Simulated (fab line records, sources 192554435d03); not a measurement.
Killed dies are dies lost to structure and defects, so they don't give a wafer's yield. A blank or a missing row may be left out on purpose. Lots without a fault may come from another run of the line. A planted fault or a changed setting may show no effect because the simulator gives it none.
Problem report in the 8D (eight disciplines) form, filled by code | flow n5_finfet | the parts of the form that need people (team, actions taken, sign-off) are left out

1. THE PROBLEM
killed_at_M0_to_M3 at N5_PASSIVATION_PROBE_49 reads a mean of 347 on 6 wafers of 2 lots; wafers without a fault read 35 with a standard deviation of 8.7. That is +36 standard deviations from the usual mean.
First seen on wafer L155.2, day 13 14:51, on prober-01. The record holds 18 wafers of 6 lots with a number at this step. Rule for "out", or "out of limits": more than 4 standard deviations from the usual mean. The other wafers with a number count as sound.

2. WHAT IT IS AND WHAT IT IS NOT
question                    | is                                                                                                                                        | is not
which readings at this step | killed_at_M0_to_M3, defect_limited_yield, killed_dies, killed_on_rim, sort_bin_5_function, sort_bin_6_memory, sort_n_pass, sort_yield_pct | killed_at_contacts, killed_at_front_end, killed_at_other, killed_open, killed_short, sort_bin_8_speed
which lots                  | L153, L155                                                                                                                                | L163, L165, L167, L169
which wafers of those lots  | all that have a number                                                                                                                    | -
read on which tools         | prober-01, prober-02                                                                                                                      | -
when                        | from day 13 14:51                                                                                                                         | up to then (0 sound wafers); but 12 sound wafers of L163, L165, L167, L169 came after

3. SUSPECTS, AND WHAT RULES EACH OUT
Counting: a tool at a process step up to the reading stays a suspect if it ran every lot that is out and no sound lot after the first of them.
- ecd_cu-02 at N5_BEOL_M3_ECD_50 (material Cu, target thk 300 nm): ruled out as a lasting fault. Sound lots L163, L165, L169 ran on it after its first lot that is out, L153 (day 8 13:33).
- rie_diel-02 at N5_PASSIVATION_STRIP_34 (strips in O2): ruled out as a lasting fault. Sound lots L169 ran on it after its first lot that is out, L155 (day 13 10:37).
Left after counting: nothing in the record.

4. THE CAUSE (what the simulator had put in)
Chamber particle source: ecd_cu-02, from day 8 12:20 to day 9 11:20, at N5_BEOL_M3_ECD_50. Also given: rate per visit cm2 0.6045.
Counting ruled it out, wrongly: the rule takes a fault to strike every lot that its tool runs from its start on, and this one did not.

5. THE CHAIN OF EFFECTS, in route order
Each row: a reading whose mean over the struck wafers that have a number lies more than 3 standard deviations from the usual. Only readings for which the record gives a usual standard deviation are gone through. hours: the time from each lot's start at the first step in this table that gives one to its start at this step, as a median over the lots. sigmas: the change in usual standard deviations.
hours | step                    | reading              | usual  | on struck wafers | change | sigmas
0     | N5_PASSIVATION_PROBE_49 | defect_limited_yield | 91.3 % | 66.8             | -24.5  | -16
0     | N5_PASSIVATION_PROBE_49 | killed_at_M0_to_M3   | 35     | 347              | +312   | +36
0     | N5_PASSIVATION_PROBE_49 | killed_dies          | 103    | 392              | +289   | +16
0     | N5_PASSIVATION_PROBE_49 | killed_on_rim        | 14     | 52               | +38    | +8.6
0     | N5_PASSIVATION_PROBE_49 | sort_bin_5_function  | 5.1 %  | 19.7             | +14.6  | +15
0     | N5_PASSIVATION_PROBE_49 | sort_bin_6_memory    | 3.3 %  | 11.6             | +8.3   | +12
0     | N5_PASSIVATION_PROBE_49 | sort_n_pass          | 1077   | 788              | -289   | -16
0     | N5_PASSIVATION_PROBE_49 | sort_yield_pct       | 91.2 % | 66.8             | -24.5  | -16
The process steps in it:
- N5_PASSIVATION_PROBE_49

6. WHAT WOULD HAVE CAUGHT IT SOONER
In this record the first reading out of limits was taken at day 13 14:51, 123 hours after the fault began at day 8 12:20.
